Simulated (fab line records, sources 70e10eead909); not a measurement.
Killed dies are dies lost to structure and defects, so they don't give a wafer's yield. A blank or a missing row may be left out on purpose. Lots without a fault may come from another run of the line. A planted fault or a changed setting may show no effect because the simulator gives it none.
Chamber matching | flow nand_harc | NHARC_A_WL_FILL_ALD_10 on ald_hk-04: 4 sister chambers
The step deposits SiO2, target thk 50 nm, pulse time 10 s, ald cycles 500. 15 wafers are shown with their chamber, then 7 later ones without.

WAFERS WITH THEIR CHAMBER
wafer  | chamber | heater_power_w (W) | precursor_pulse_height_rel
L452.1 | 1       | 512                | 1.006
L452.3 | 2       | 497                | 0.988
L452.6 | 3       | 604                | 0.981
L454.1 | 2       | 504                | 0.988
L454.5 | 0       | 442                | 0.992
L454.6 | 3       | 606                | 0.995
L455.4 | 1       | 504                | 1.003
L455.1 | 3       | 601                | 1.003
L456.4 | 1       | 498                | 1.009
L456.2 | 3       | 607                | 0.968
L464.4 | 2       | 497                | 0.998
L464.5 | 1       | 499                | 0.987
L464.6 | 2       | 510                | 0.994
L466.3 | 3       | 606                | 0.974
L466.5 | 2       | 508                | 0.997

SIGNATURES (means of the wafers above)
reading                    | chamber 0 | chamber 1 | chamber 2 | chamber 3 | scatter within a chamber
heater_power_w             | 442.00    | 503.25    | 503.20    | 604.80    | 5.16
precursor_pulse_height_rel | 0.99200   | 1.00125   | 0.99300   | 0.98420   | 0.0106
Rule: a wafer's distance from a chamber is the root of the sum, over the readings, of the square of ((its reading less the chamber's mean) divided by the reading's scatter). The wafer belongs to the nearest chamber; if the next one is less than 2 further off, it can't be placed. The scatter: the root of (the sum of the squares of (reading less its chamber's mean) over the shown wafers, divided by (wafers less chambers)).

WAFERS WITHOUT THEIR CHAMBER
wafer  | heater_power_w (W) | precursor_pulse_height_rel
L466.6 | 492                | 1.000
L468.1 | 480                | 1.020
L468.2 | 578                | 1.030
L468.5 | 434                | 0.977
L471.1 | 468                | 0.982
L471.4 | 496                | 1.004
L471.6 | 488                | 1.063

WHICH CHAMBER EACH WENT THROUGH
wafer  | from the rows above          | in truth
L466.6 | can't be placed: 1 or 2      | 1
L468.1 | can't be placed: 1 or 2      | 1
L468.2 | 3                            | 3
L468.5 | 0                            | 0
L471.1 | can't be placed: 0 or 2 or 1 | 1
L471.4 | can't be placed: 1 or 2      | 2
L471.6 | can't be placed: 1 or 2      | 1
Placed correctly: 2 of 7. Can't be placed from these rows: 5 (the true chamber is among the candidates in 5). Placed wrongly: 0.
